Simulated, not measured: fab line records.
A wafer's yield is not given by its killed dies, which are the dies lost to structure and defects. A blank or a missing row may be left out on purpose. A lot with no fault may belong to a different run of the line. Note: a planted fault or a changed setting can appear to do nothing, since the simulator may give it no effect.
The tool behind it: which one? | flow nandHarc | 33 wafers from 11 lots sampled at 7 of the route's 1159 steps

## WHAT THE GAUGES READ, wafer by wafer
NHARC_P_GATE_INSPECT_28.
lot  | measured     | on               | rawDefectCount
L932 | day 4 23:08  | defectInspect-02 | 8 5 8
L930 | day 4 23:31  | defectInspect-01 | 3 3 7
L931 | day 4 23:53  | defectInspect-02 | 4 7 4
L934 | day 5 12:30  | defectInspect-01 | 2 4 5
L935 | day 5 19:46  | defectInspect-01 | 13 4 10
L942 | day 7 22:38  | defectInspect-01 | 461 497 437
L944 | day 8 17:46  | defectInspect-01 | 508 499 466
L946 | day 8 18:32  | defectInspect-02 | 2 5 4
L947 | day 8 18:44  | defectInspect-01 | 15 9 8
L949 | day 9 06:29  | defectInspect-01 | 6 9 8
L953 | day 10 05:04 | defectInspect-01 | 12 7 7

NHARC_P_GATE_INSPECT_68.
lot  | measured     | on               | rawDefectCount
L932 | day 5 18:38  | defectInspect-01 | 139 156 100
L930 | day 5 20:22  | defectInspect-02 | 111 141 162
L931 | day 5 19:31  | defectInspect-01 | 140 244 165
L934 | day 6 07:08  | defectInspect-01 | 140 181 85
L935 | day 6 14:27  | defectInspect-01 | 146 154 135
L942 | day 8 17:32  | defectInspect-01 | 597 629 592
L944 | day 9 19:51  | defectInspect-01 | 662 649 660
L946 | day 9 16:19  | defectInspect-02 | 184 288 256
L947 | day 9 21:20  | defectInspect-02 | 143 158 124
L949 | day 10 03:56 | defectInspect-02 | 146 156 215
L953 | day 11 01:46 | defectInspect-02 | 311 291 255

NHARC_END_SORT_01.
lot  | measured     | on        | killedAtArray | killedAtOther | killedAtPeriphery | killedDies  | killedOpen | killedShort
L942 | day 23 02:41 | prober-01 | 23 20 28      | 0 0 0         | 81 87 88          | 104 107 116 | 3 0 0      | 1 3 2
L944 | day 23 10:24 | prober-01 | 38 26 44      | 0 0 0         | 79 84 84          | 117 110 128 | 1 1 3      | 0 1 1

## WHICH TOOL RAN EACH LOT (tool, then ch and the chambers of the sampled wafers, then the start)
lot  | NHARC_P_STI_ETCH_42              | NHARC_P_STI_ETCH_15            | NHARC_P_GATE_DEP_103           | NHARC_P_GATE_HM_OPEN_105
L932 | rieDiel-09 ch 0,3, day 2 20:05   | rieSi-06 ch 0,1, day 2 20:18   | pecvd-03 ch 0,1,2, day 4 22:30 | rieDiel-12 ch 0,2,3, day 5 18:38 or earlier
L930 | rieDiel-07 ch 0,1,2, day 2 20:08 | rieSi-01 ch 0,1,2, day 2 20:22 | pecvd-03 ch 0,1, day 4 22:43   | rieDiel-02 ch 0,2,3, day 5 20:22 or earlier
L931 | rieDiel-07 ch 0,1,2, day 2 20:18 | rieSi-04 ch 0,1,2, day 2 20:30 | pecvd-03 ch 0,2, day 4 23:05   | rieDiel-12 ch 1,2,3, day 5 19:31 or earlier
L934 | rieDiel-09 ch 1,3, day 3 08:37   | rieSi-01 ch 0,2,3, day 3 08:49 | pecvd-03 ch 0,1,2, day 5 11:44 | rieDiel-03 ch 0,1,3, day 6 07:08 or earlier
L935 | rieDiel-07 ch 0,1,3, day 3 18:41 | rieSi-01 ch 0,1,3, day 3 18:55 | pecvd-01 ch 0,1,2, day 5 18:59 | rieDiel-03 ch 0,2,3, day 6 14:27 or earlier
L942 | rieDiel-05 ch 1,2,3, day 5 11:01 | rieSi-06 ch 1,2,3, day 5 11:11 | pecvd-03 ch 0,1,2, day 7 21:50 | rieDiel-12 ch 0,1,2, day 8 17:32 or earlier
L944 | rieDiel-07 ch 0,1,2, day 6 05:53 | rieSi-01 ch 0,1,2, day 6 06:04 | pecvd-03 ch 0,1,2, day 8 17:05 | rieDiel-12 ch 1,2,3, day 9 19:51 or earlier
L946 | rieDiel-05 ch 1,2,3, day 6 15:02 | rieSi-06 ch 0,3, day 6 15:14   | pecvd-01 ch 0,1,2, day 8 17:43 | rieDiel-02 ch 1,2, day 9 16:19 or earlier
L947 | rieDiel-07 ch 0,3, day 6 15:11   | rieSi-04 ch 1,3, day 6 15:24   | pecvd-02 ch 0,1, day 8 17:58   | rieDiel-12 ch 0,1,2, day 9 21:20 or earlier
L949 | rieDiel-09 ch 1,3, day 7 03:14   | rieSi-04 ch 1,3, day 7 03:26   | pecvd-01 ch 0,2, day 9 05:48   | rieDiel-12 ch 1,2, day 10 03:56 or earlier
L953 | rieDiel-05 ch 2,3, day 8 05:22   | rieSi-04 ch 0,1,2, day 8 05:37 | pecvd-01 ch 1,2, day 10 04:15  | rieDiel-12 ch 0,2,3, day 11 01:46 or earlier
- NHARC_P_STI_ETCH_42: etches the open film in N2/H2, target depth 80 nm, overetch 24 nm, time 61 s.
- NHARC_P_STI_ETCH_15: etches the open film in HBr/Cl2, target depth 300 nm, time 100.1 s.
- NHARC_P_GATE_DEP_103: deposits SiON, target thk 30 nm.
- NHARC_P_GATE_HM_OPEN_105: chemistry O2/COS, target depth 360 nm.

## WHAT THE TOOLS THEMSELVES READ (means of the sampled wafers that have a number; where no wafer has one, the mark that the record gives instead)
NHARC_P_STI_ETCH_42.
lot  | tool       | drypumpMotorCurrentA (A) | n2FlowSccm (sccm) | oesProductAu (a.u.) | rfVppV (V) | showerheadPlenumPTorr (Torr) | throttleValvePct (%)
L932 | rieDiel-09 | 6.04                     | 150.4             | 1.005               | 428.7      | 1.97                         | 14.173
L930 | rieDiel-07 | 5.79                     | 149.9             | 0.996               | 432.7      | 2.08                         | 14.176
L931 | rieDiel-07 | 5.79                     | 150.4             | 1.000               | 432.0      | 2.08                         | 14.171
L934 | rieDiel-09 | 5.95                     | 150.0             | 1.018               | 428.9      | 1.95                         | 14.175
L935 | rieDiel-07 | 5.86                     | 150.2             | 0.994               | 432.1      | 2.07                         | 14.171
L942 | rieDiel-05 | 5.50                     | 150.0             | 1.016               | 428.4      | 1.95                         | 14.169
L944 | rieDiel-07 | 5.78                     | 150.2             | 0.991               | 431.7      | 2.08                         | 14.174
L946 | rieDiel-05 | 5.52                     | 149.9             | 1.013               | 428.7      | 1.95                         | 14.169
L947 | rieDiel-07 | 5.85                     | 150.3             | 1.000               | 430.7      | 2.04                         | 14.173
L949 | rieDiel-09 | 5.87                     | 150.2             | 1.008               | 428.2      | 1.98                         | 14.171
L953 | rieDiel-05 | 5.50                     | 149.6             | 0.988               | 429.2      | 1.99                         | 14.177

NHARC_P_STI_ETCH_15.
lot  | tool     | drypumpMotorCurrentA (A) | oesProductAu (a.u.) | throttleValvePct (%)
L932 | rieSi-06 | 5.7                      | 1.006               | 26.414
L930 | rieSi-01 | 5.7                      | 0.992               | 26.399
L931 | rieSi-04 | 5.7                      | 1.007               | 26.409
L934 | rieSi-01 | 5.3                      | 0.985               | 26.410
L935 | rieSi-01 | 5.7                      | 0.987               | 26.408
L942 | rieSi-06 | 5.6                      | 1.001               | 26.404
L944 | rieSi-01 | 5.7                      | 0.987               | 26.410
L946 | rieSi-06 | 5.8                      | 0.997               | 26.406
L947 | rieSi-04 | 5.1                      | 0.996               | 26.402
L949 | rieSi-04 | 5.3                      | 1.009               | 26.400
L953 | rieSi-04 | 5.7                      | 0.991               | 26.408

NHARC_P_GATE_DEP_103.
lot  | tool     | heaterPowerW (W)
L932 | pecvd-03 | 734
L930 | pecvd-03 | 717
L931 | pecvd-03 | 824
L934 | pecvd-03 | 726
L935 | pecvd-01 | 674
L942 | pecvd-03 | 774
L944 | pecvd-03 | 762
L946 | pecvd-01 | 702
L947 | pecvd-02 | 812
L949 | pecvd-01 | 677
L953 | pecvd-01 | 591

NHARC_P_GATE_HM_OPEN_105.
lot  | tool       | drypumpMotorCurrentA (A) | oesProductAu (a.u.) | rfVppV (V) | showerheadPlenumPTorr (Torr) | throttleValvePct (%)
L932 | rieDiel-12 | 6.0                      | 1.009               | 467        | 3.17                         | 28.330
L930 | rieDiel-02 | 6.2                      | 0.988               | 467        | 3.17                         | 28.322
L931 | rieDiel-12 | 5.8                      | 1.004               | 469        | 3.20                         | 28.340
L934 | rieDiel-03 | 5.4                      | 1.001               | 467        | 3.08                         | 28.331
L935 | rieDiel-03 | 5.6                      | 1.006               | 468        | 3.15                         | 28.325
L942 | rieDiel-12 | 5.8                      | 0.998               | 466        | 3.09                         | 28.329
L944 | rieDiel-12 | 5.8                      | 1.003               | 468        | 3.20                         | 28.327
L946 | rieDiel-02 | 5.8                      | 0.982               | 463        | 2.93                         | 28.328
L947 | rieDiel-12 | 5.8                      | 0.985               | 466        | 3.09                         | 28.334
L949 | rieDiel-12 | 5.6                      | 0.994               | 467        | 3.12                         | 28.334
L953 | rieDiel-12 | 6.0                      | 1.015               | 468        | 3.16                         | 28.333

## THE ANSWER, worked out from the rows above alone
Rule: the lots themselves supply what counts as usual. The widest of any qualifying gaps counts: lots, ordered by their means at a reading, are off when they make up no more than a third of the lots, leave a main group of 4 or more, and stand apart from it by 3 or more times the standard deviation of that group's means. Not used: any main group whose means are identical at the precision the tables above print for the reading. Also off: a lot with no number at a reading for which 4 or more lots have one. All remaining lots with rows at the step are treated as sound. The gauges are gone through in route order, then the tools' own readings, and for those a lot's mean is taken as printed above. The first step at which some lot is off is used, and at that step the reading that is off furthest; a lot without a number counts as furthest.
Off: L942, L944, at NHARC_P_GATE_INSPECT_28 (rawDefectCount). The main group has a mean of 7 with a standard deviation of 2.4.
A tool fits if, at a process step before that reading, it ran every lot that is off, and no sound lot after the first of them. Those tools and the gauges at NHARC_P_GATE_INSPECT_28 are tried in the same way. One candidate fits, namely pecvd-03 at NHARC_P_GATE_DEP_103. Its last sound lot is L934 (day 5 11:44), its first lot that is off L942 (day 7 21:50): a fault that began between those two fits.

## WHAT HAD BEEN PUT IN BY THE SIMULATOR
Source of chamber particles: pecvd-03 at NHARC_P_GATE_DEP_103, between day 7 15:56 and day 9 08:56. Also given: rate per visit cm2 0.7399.
Struck lots among those shown: L942, L944. Same finding as the rule above.
